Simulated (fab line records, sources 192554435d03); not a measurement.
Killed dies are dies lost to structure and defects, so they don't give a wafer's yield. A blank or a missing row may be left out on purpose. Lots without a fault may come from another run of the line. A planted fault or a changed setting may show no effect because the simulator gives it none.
A struck lot beside a sound one | flow n5_finfet | 16 steps out of a route of 1938
Sound: wafers L386.3, L386.4, L386.5. Struck: wafers L408.1, L408.2. (L408.6 of the same lot was not struck and is left out.) The cause comes at the end.
At each step with rows: each side's tool, then ch and its chambers, then its first start. Under that, the readings that differ: sound wafers | struck wafers | difference of the means | sigmas: that difference in standard deviations of wafers without a fault.
alike: readings whose means differ by less than 2 such deviations, and words and numbers that are the same on both sides. not compared: withheld readings, readings that some wafer has no value for, bounds like >300 that may hide the same value, and numbers for which the record gives no deviation and whose values overlap.
The two part at a step that has a row with sigmas, a row that says differs or no value, or rows on one side only. Numbers that don't overlap but have no deviation are shown without sigmas and don't part them. A reading that every wafer of one side lacks parts them only if that side has two wafers or more.

first, 1 step without rows for these wafers: N5_BEOL_M3_DEVELOP_27 (develop time 30 s).
N5_BEOL_M3_CD_MEAS_28: target cd 25.7 nm, target cd y 23.3 nm.
  sound on cd_sem-03 ch 0, day 7 03:38; struck on cd_sem-02 ch 0, day 13 03:06
  alike: cd_nm
N5_BEOL_M3_OVL_MEAS_29:
  sound on overlay-02 ch 0, day 7 03:40; struck on overlay-02 ch 0, day 13 03:08
  alike: V2_OVL
N5_BEOL_M3_INSPECT_30: inspects for defects (brightfield).
  sound on defect_inspect-01, day 7 03:43; struck on defect_inspect-02, day 13 03:11
  alike: raw_defect_count
N5_BEOL_M3_DESCUM_33: chemistry O2, time 7 s.
  sound on rie_diel-04 ch 0,2,3, day 7 03:45; struck on rie_diel-04 ch 1,2, day 13 03:37
  reading               | sound          | struck    | difference | sigmas
  oes_product_au (a.u.) | 0.71 0.68 0.68 | 0.96 0.80 | +0.19      | +2
  alike: bias_power_w, drypump_motor_current_A, o2_flow_sccm, rf_fwd_power_W, rf_vpp_V, showerhead_plenum_p_Torr, temp_c, throttle_valve_pct
  not compared: rf_hours_counter_h
N5_BEOL_M3_ETCH_77: etches underlayer in N2/H2, target depth 6.5 nm, time 5.2 s.
  sound on rie_diel-04 ch 0,2,3, day 7 03:47; struck on rie_diel-04 ch 1,2, day 13 03:39
  reading               | sound          | struck    | difference | sigmas
  oes_product_au (a.u.) | 0.61 0.58 0.58 | 0.83 0.67 | +0.16      | +2
  alike: drypump_motor_current_A, etch_rf_on_time_s, rf_fwd_power_W, rf_vpp_V, showerhead_plenum_p_Torr, throttle_valve_pct
  not compared: rf_hours_counter_h
then, 1 step without rows for these wafers: N5_BEOL_M3_ETCH_69 (etches SiARC in CF4, target depth 15.6 nm, time 26 s).
N5_BEOL_M3_ALD_98: deposits SiO2, target thk 2.5 nm, pulse time 1 s, co reactant pulse time 1 s.
  sound on ald_sin-01 ch 2,3, day 7 03:53; struck on ald_sin-02 ch 2,3, day 13 04:03
  reading            | sound    | struck | difference | sigmas
  heater_power_w (W) | 71 69 76 | 83 93  | +16        | +2
  alike: precursor_pulse_height_rel
N5_BEOL_M3_ETCHBACK_99: etches SiO2 in CHF3, target depth 5 nm, time 10.4 s.
  sound on rie_diel-01 ch 0,2, day 7 06:23; struck on rie_diel-04 ch 1,2, day 13 06:31
  alike: drypump_motor_current_A, oes_ar_750_au, oes_product_au, rf_fwd_power_W, rf_vpp_V, showerhead_plenum_p_Torr, throttle_valve_pct
  not compared: rf_hours_counter_h
N5_BEOL_M3_ETCH_70: etches SOC in N2/H2, target depth 80 nm, overetch 16 nm, time 120 s.
  sound on rie_diel-01 ch 0,2, day 7 06:25; struck on rie_diel-04 ch 1,2, day 13 06:33
  alike: drypump_motor_current_A, oes_product_au, rf_fwd_power_W, rf_vpp_V, showerhead_plenum_p_Torr, temp_c, throttle_valve_pct
  not compared: rf_hours_counter_h
then, 2 steps without rows for these wafers: N5_BEOL_M3_STRIP_71 (strips in N2/H2); N5_BEOL_M3_STRIP_78 (strips in N2/H2).
N5_BEOL_M3_VIA_ETCH_34: etches the open film in C4F6/O2, target depth 69.4 nm, time 65.9 s.
  sound on rie_diel-01 ch 0,2, day 7 06:31; struck on rie_diel-04 ch 1,2, day 13 06:39
  reading                                  | sound             | struck      | difference | sigmas
  model.etch.depth_nm (nm)                 | 70.48 70.75 70.45 | 39.32 39.75 | -31.03     |
  model.SOC_of_BEOL_M3_COAT_67.thk_nm (nm) | 52.2 52 52.2      | 55.6 55.6   | +3.5       |
  alike: drypump_motor_current_A, oes_ar_750_au, oes_product_au, rf_fwd_power_W, rf_vpp_V, showerhead_plenum_p_Torr, throttle_valve_pct
  not compared: rf_hours_counter_h
then, 1 step without rows for these wafers: N5_BEOL_M3_STRIP_83 (strips in C4F6/O2).
N5_BEOL_M4_RC_MEAS_101:
  sound on prober-01 ch 0, day 8 00:11; struck on prober-01 ch 0, day 13 22:40
  reading       | sound          | struck    | difference | sigmas
  DIBL_N (mV/V) | 39.2 39.8 37.8 | 33.7 34.9 | -4.6       | -4
  SS_N (mV/dec) | 72.4 72.7 71.9 | 70.7 71.2 | -1.4       | -3
  alike: DIBL_P, IOFF_N, IOFF_P, ION_N, ION_P, SS_P, VT_N, VT_P
-- the record jumps here: 5 days lie between the struck wafers' starts before and after (it left off in module BEOL_M4 and takes up again in module PASSIVATION, whose first step shown is number 1936 of the route) --
N5_PASSIVATION_PROBE_49:
  the record has rows for the struck wafers here (prober-01, day 18 15:23) and none for the sound ones

WHERE THEY PART
First at N5_BEOL_M3_DESCUM_33; last, within this record, at N5_PASSIVATION_PROBE_49.

WHY: what the simulator had put in
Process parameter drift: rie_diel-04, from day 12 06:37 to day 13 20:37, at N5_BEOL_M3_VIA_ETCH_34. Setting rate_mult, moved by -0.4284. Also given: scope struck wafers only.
